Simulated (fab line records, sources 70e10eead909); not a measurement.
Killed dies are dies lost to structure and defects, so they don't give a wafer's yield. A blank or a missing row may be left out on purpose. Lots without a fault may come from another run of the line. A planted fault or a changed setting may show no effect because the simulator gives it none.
fab line records | flow nand_harc | part 2 of 2: steps 5 to 6 of 6
record lots=22 wafers=66 last_day=32
route steps=1302 shown A_CHANNEL_HOLE_D2@609 A_CHANNEL_FILL_D2@629 A_STAIRCASE@650
lots that met no fault: from a run of the same line without faults
start_h: hours from the record's first day to the start of the lot's first wafer shown | wait_h: hours since the lot's step before | " the same as in the row above | L1.1+2: a row that stands for several wafers | - no value, or no start given | * or withheld: withheld | < > ~ a bound
route shown NAME@n: a module of which the file shows steps, and the number in the route of the first | usual: mean/standard deviation of fault-free wafers | same: alike in all rows | chamber/n: place in a boat | sites: the reading at each site | _std_site: their standard deviation | _edge_site: outer sites' mean less inner sites' | radius_mm: how far each site lies from the wafer's centre | mask NAME#n: copy n | behind: the tool/chamber that last shaped the wafer | hold: why the lot was held/for how many hours/how that ended | device: the transistor (n, p or np) that didn't switch | end of line: the same wafers' tests at the end of the route | a step without rows: its recipe alone | killed: dies lost to structure and defects at the first sort, not the wafer's yield | map: a wafer's dies, x killed, . not, _ none there
set.NAME: the setting as run; set.NAME@STEP: as run at that earlier step | model.NAME: the simulator's own value behind a step, which no gauge read
steps of the route over a sample of lots; a table a step, a row a wafer
services: from which hour (start_h, from the record's first day; less than 0 if before it) a tool's chamber was out of use, for how many hours, and why
## steps
# step NHARC_A_STAIRCASE_TRIM_200
# recipe time_s=211.2 o2_flow_sccm=500 ar_flow_sccm=0 bias_w=0 chemistry=O2
# usual drypump_motor_current_A=5.5/0.49 oes_product_au=1.001/0.011 rf_vpp_V=57.7/0.91 showerhead_plenum_p_Torr=3.51/0.15 throttle_valve_pct=17.036/0.0092
# columns lot.wafer tool chamber start_h wait_h drypump_motor_current_A oes_product_au rf_hours_counter_h rf_vpp_V showerhead_plenum_p_Torr throttle_valve_pct
L074.2 rie_diel-08 2 - - 6.1 0.996 53 58.8 3.36 17.054
L074.3 " 3 " " 5.8 1.018 50 58.9 3.41 17.048
L074.6 " 0 " " 5.0 1.000 - 57.2 3.60 17.036
L075.3 rie_diel-08 1 - - 5.6 1.015 57 56.8 3.44 17.037
L075.6 " 0 " " 5.0 1.000 - 57.7 3.60 17.033
L075.5 " 1 " " 5.6 1.011 - 57.0 3.44 17.048
L076.2 rie_diel-07 3 - - 4.7 1.015 30 56.7 3.40 17.022
L076.4 " 1 " " 5.8 1.013 24 58.1 3.79 17.023
L076.5 " 2 " " 6.1 1.010 - 58.6 3.64 17.033
L078.4 rie_diel-01 2 - - 5.9 1.012 2 58.9 3.71 17.037
L078.1 " 0 " " 4.9 1.002 1 59.1 3.47 17.033
L078.6 " 3 " " 5.6 1.004 - 57.7 3.65 17.040
L079.2 rie_diel-07 0 - - 4.8 0.980 32 58.9 3.64 17.029
L079.3 " 2 " " 6.1 1.025 30 56.6 3.64 17.039
L079.6 " 1 " " 5.7 1.019 - 57.8 3.79 17.043
L077.3 rie_diel-07 0 - - 4.8 0.982 36 57.8 3.63 17.030
L077.4 " 0 " " 4.8 0.988 - 56.5 3.63 17.038
L077.5 " 1 " " 5.7 1.011 - 58.4 3.78 17.036
L080.1 rie_diel-08 2 - - 6.1 0.991 16 58.1 3.35 17.023
L080.3 " 3 " " 5.8 1.013 20 57.1 3.40 17.047
L080.5 " 0 " " 5.0 1.011 - 57.9 3.59 17.031
L081.1 rie_diel-07 2 - - 6.1 1.010 40 58.2 3.64 17.043
L081.4 " 0 " " 4.8 0.980 46 58.9 3.63 17.032
L081.6 " 2 " " 6.1 1.009 - 57.2 3.64 17.040
L083.2 rie_diel-01 1 - - 5.8 0.993 23 57.8 3.29 17.039
L083.1 " 2 " " 5.9 0.992 22 58.4 3.70 17.043
L083.6 " 0 " " 4.9 1.012 - 58.6 3.46 17.026
L082.4 rie_diel-08 3 - - 5.8 1.008 30 56.6 3.40 17.037
L082.2 " 0 " " 5.0 0.993 29 58.4 3.58 17.060
L082.3 " 1 " " 5.6 0.986 21 57.9 3.43 17.049
L086.3 rie_diel-08 1 - - 5.6 0.995 34 58.1 3.42 17.054
L086.2 " 3 " " 5.8 1.008 40 55.9 3.39 17.033
L086.6 " 2 " " 6.1 0.993 - 56.2 3.34 17.032
L087.2 rie_diel-08 1 - - 5.6 0.998 34 58.1 3.42 17.035
L087.3 " 3 " " 5.8 1.015 41 59.0 3.39 17.041
L087.1 " 0 " " 5.0 1.006 39 58.6 3.58 17.027
L088.2 rie_diel-01 3 - - 5.6 1.001 38 57.9 3.63 17.032
L088.4 " 0 " " 4.9 0.995 37 58.1 3.45 17.028
L088.5 " 3 " " 5.5 1.008 - 57.7 3.63 17.042
L089.4 rie_diel-07 1 - - 5.7 1.017 7 58.2 3.77 17.037
L089.3 " 3 " " 4.7 1.001 8 57.4 3.38 17.047
L089.6 " 1 " " 5.7 1.011 - 59.0 3.77 17.036
L090.4 rie_diel-01 2 - - 5.9 0.993 42 58.7 3.69 17.027
L090.3 " 0 " " 4.9 0.989 40 57.4 3.45 17.051
L090.6 " 3 " " 5.5 0.995 - 57.6 3.62 17.024
L092.3 rie_diel-08 1 - - 5.6 0.996 50 57.0 3.41 17.028
L092.5 " 2 " " 6.1 0.987 - 56.8 3.33 17.017
L092.6 " 3 " " 5.8 1.014 - 56.4 3.38 17.046
L091.1 rie_diel-08 3 - - 5.8 1.002 59 58.2 3.38 17.034
L091.6 " 2 " " 6.1 1.000 - 57.8 3.33 17.026
L091.5 " 3 " " 5.8 1.011 - 57.2 3.38 17.012
L094.4 rie_diel-08 3 - - 5.8 0.999 - 57.9 3.38 17.045
L094.6 " 3 " " 5.8 1.000 - 57.6 3.38 17.034
L094.5 " 1 " " 5.6 0.996 - 59.0 3.41 17.023
L093.3 rie_diel-08 0 - - 5.0 0.984 0 56.6 3.57 17.036
L093.2 " 2 " " 6.1 0.990 7 56.0 3.33 17.033
L093.4 " 3 " " 5.8 0.999 8 56.9 3.38 17.030
L095.2 rie_diel-07 3 - - 4.7 0.984 40 56.9 3.37 17.026
L095.4 " 0 " " 4.8 0.990 18 58.1 3.61 17.040
L095.5 " 2 " " 6.1 0.983 - 56.4 3.61 17.028
L096.1 rie_diel-07 2 - - 6.1 0.982 39 57.5 3.61 17.042
L096.4 " 3 " " 4.7 1.008 41 58.5 3.37 17.044
L096.2 " 0 " " 4.8 0.996 19 58.2 3.61 17.049
L097.1 rie_diel-01 0 - - 4.9 1.009 7 58.1 3.44 17.040
L097.3 " 2 " " 5.9 1.019 7 57.8 3.67 17.024
L097.2 " 3 " " 5.6 0.997 6 58.4 3.61 17.043
# step NHARC_A_STAIRCASE_TRIM_220
# recipe time_s=211.2 o2_flow_sccm=500 ar_flow_sccm=0 bias_w=0 chemistry=O2
# usual drypump_motor_current_A=5.5/0.46 oes_product_au=1.002/0.0093 rf_vpp_V=57.7/0.84 showerhead_plenum_p_Torr=3.49/0.14 throttle_valve_pct=17.037/0.0095
# columns lot.wafer tool chamber start_h wait_h drypump_motor_current_A oes_product_au rf_hours_counter_h rf_vpp_V showerhead_plenum_p_Torr throttle_valve_pct
L074.2 rie_diel-08 3 338.36 0.1 5.8 1.007 50 57.3 3.41 17.037
L074.3 " 0 " " 5.0 1.000 50 58.1 3.60 17.048
L074.6 " 0 " " 5.0 0.995 - 58.7 3.60 17.030
L075.3 rie_diel-08 0 339.10 0.1 5.0 1.004 50 60.5 3.60 17.047
L075.6 " 0 " " 5.0 0.998 - 57.0 3.60 17.022
L075.5 " 1 " " 5.6 1.012 - 57.0 3.44 17.044
L076.2 rie_diel-07 2 368.38 0.1 6.1 1.011 27 57.4 3.64 17.042
L076.4 " 3 " " 4.7 1.022 31 58.3 3.40 17.025
L076.5 " 1 " " 5.7 1.005 - 58.2 3.79 17.029
L078.4 rie_diel-01 3 373.41 0.1 5.5 0.997 2 58.8 3.65 17.033
L078.1 " 2 " " 5.9 1.001 2 58.2 3.71 17.038
L078.6 " 0 " " 4.9 0.998 - 57.7 3.47 17.032
L079.3 rie_diel-08 3 383.69 0.1 5.8 1.016 16 58.1 3.40 17.031
L079.2 " 2 " " 6.1 0.997 13 57.8 3.35 17.047
L079.6 " 3 " " 5.8 1.015 - 56.4 3.40 17.031
L077.3 rie_diel-08 3 393.68 0.1 5.8 1.008 20 57.3 3.40 17.044
L077.4 " 3 " " 5.8 1.016 - 58.2 3.40 17.029
L077.5 " 0 " " 5.0 1.009 - 57.7 3.59 17.029
L080.1 rie_diel-08 2 394.68 0.1 6.2 0.993 17 58.4 3.35 17.049
L080.3 " 3 " " 5.8 1.004 20 57.6 3.40 17.023
L080.5 " 2 " " 6.1 1.005 - 58.5 3.35 17.025
L081.4 rie_diel-01 1 426.51 0.1 5.8 0.994 22 56.9 3.29 17.038
L081.1 " 0 " " 4.9 1.007 19 57.0 3.46 17.037
L081.6 " 1 " " 5.8 0.995 - 57.2 3.29 17.027
L083.2 rie_diel-01 3 432.46 0.1 5.5 1.009 17 57.2 3.64 17.043
L083.1 " 0 " " 4.9 1.002 20 57.4 3.46 17.040
L083.6 " 1 " " 5.8 0.996 - 56.0 3.29 17.058
L082.3 rie_diel-08 0 432.58 0.1 5.0 1.003 29 57.5 3.58 17.035
L082.2 " 1 " " 5.6 0.985 22 57.9 3.43 17.036
L082.4 " 3 " " 5.8 1.009 30 56.4 3.40 17.035
L086.2 rie_diel-08 3 461.47 0.1 5.8 1.015 41 57.0 3.39 17.022
L086.3 " 2 " " 6.1 0.985 38 58.1 3.34 17.037
L086.6 " 0 " " 5.0 1.004 - 57.9 3.58 17.031
L087.1 rie_diel-01 0 463.48 0.1 4.9 1.002 34 57.2 3.45 17.044
L087.2 " 2 " " 5.9 1.002 35 57.6 3.69 17.024
L087.3 " 3 " " 5.6 1.000 34 57.9 3.63 17.049
L088.4 rie_diel-01 0 476.93 0.1 4.9 0.998 37 58.6 3.45 17.030
L088.2 " 3 " " 5.6 1.006 38 57.9 3.63 17.038
L088.5 " 1 " " 5.8 0.997 - 57.1 3.28 17.036
L089.3 rie_diel-08 3 477.98 0.1 5.8 1.010 49 55.9 3.39 17.050
L089.4 " 1 " " 5.6 1.000 42 56.5 3.42 17.036
L089.6 " 3 " " 5.8 1.006 - 57.6 3.39 17.046
L090.4 rie_diel-08 3 491.54 0.1 5.8 1.009 52 57.5 3.39 17.033
L090.3 " 0 " " 4.9 0.996 50 57.2 3.57 17.037
L090.6 " 3 " " 5.8 1.011 - 58.3 3.39 17.045
L092.3 rie_diel-08 1 508.18 0.1 5.6 0.993 50 57.7 3.41 17.037
L092.5 " 0 " " 4.9 0.994 - 57.4 3.57 17.042
L092.6 " 1 " " 5.6 1.004 - 57.4 3.41 17.038
L091.1 rie_diel-01 3 509.18 0.1 5.6 1.007 47 59.9 3.62 17.055
L091.6 " 2 " " 5.9 0.997 - 57.7 3.68 17.031
L091.5 " 3 " " 5.6 1.011 - 57.4 3.62 17.033
L094.6 rie_diel-08 3 538.57 0.2 5.8 1.001 - 57.0 3.38 17.038
L094.4 " 1 " " 5.6 1.005 - 57.4 3.41 17.026
L094.5 " 2 " " 6.1 1.004 - 57.0 3.33 17.056
L093.3 rie_diel-01 0 546.39 0.1 4.9 1.012 0 58.5 3.44 17.037
L093.2 " 1 " " 5.8 1.014 0 58.1 3.81 17.046
L093.4 " 3 " " 5.5 1.007 0 58.2 3.62 17.030
L095.2 rie_diel-07 2 553.51 0.1 6.1 0.996 40 57.1 3.61 17.040
L095.4 " 0 " " 4.8 0.986 19 57.9 3.61 17.020
L095.5 " 3 " " 4.7 0.995 - 57.1 3.37 17.054
L096.4 rie_diel-07 0 554.76 0.1 4.8 1.001 19 58.5 3.61 17.049
L096.2 " 2 " " 6.1 0.988 40 58.6 3.61 17.034
L096.1 " 3 " " 4.6 1.003 42 57.2 3.37 17.052
L097.2 rie_diel-07 0 565.12 0.1 4.8 0.990 22 58.0 3.61 17.041
L097.1 " 2 " " 6.1 0.985 43 58.1 3.61 17.051
L097.3 " 3 " " 4.7 0.998 45 56.1 3.36 17.022
## services
# columns tool chamber start_h hours kind
rie_diel-01 - 299.53 0.1 repair
rie_diel-02 2 305.82 7.6 repair
rie_diel-13 - 318.24 9.0 pm
rie_diel-02 2 321.75 3.9 repair
rie_diel-08 - 344.08 9.0 pm
rie_diel-13 1 357.43 3.5 repair
rie_diel-01 - 357.45 9.0 pm
rie_diel-02 1 361.10 2.4 repair
rie_diel-07 2 388.69 8.6 repair
rie_diel-08 1 388.98 4.8 repair
rie_diel-11 - 408.50 9.0 pm
rie_diel-13 1 408.54 29.7 repair
rie_diel-11 1 421.65 16.5 repair
rie_diel-07 2 441.62 3.3 repair
rie_diel-01 0 445.29 6.0 repair
rie_diel-07 - 447.46 9.0 pm
rie_diel-13 3 451.05 2.7 repair
rie_diel-13 - 495.24 9.0 pm
rie_diel-07 0 505.31 35.7 repair
rie_diel-08 - 521.13 9.0 pm
rie_diel-08 0 531.37 11.6 repair
rie_diel-01 - 534.69 9.0 pm
rie_diel-08 2 535.16 2.0 repair
rie_diel-11 1 544.97 13.2 repair
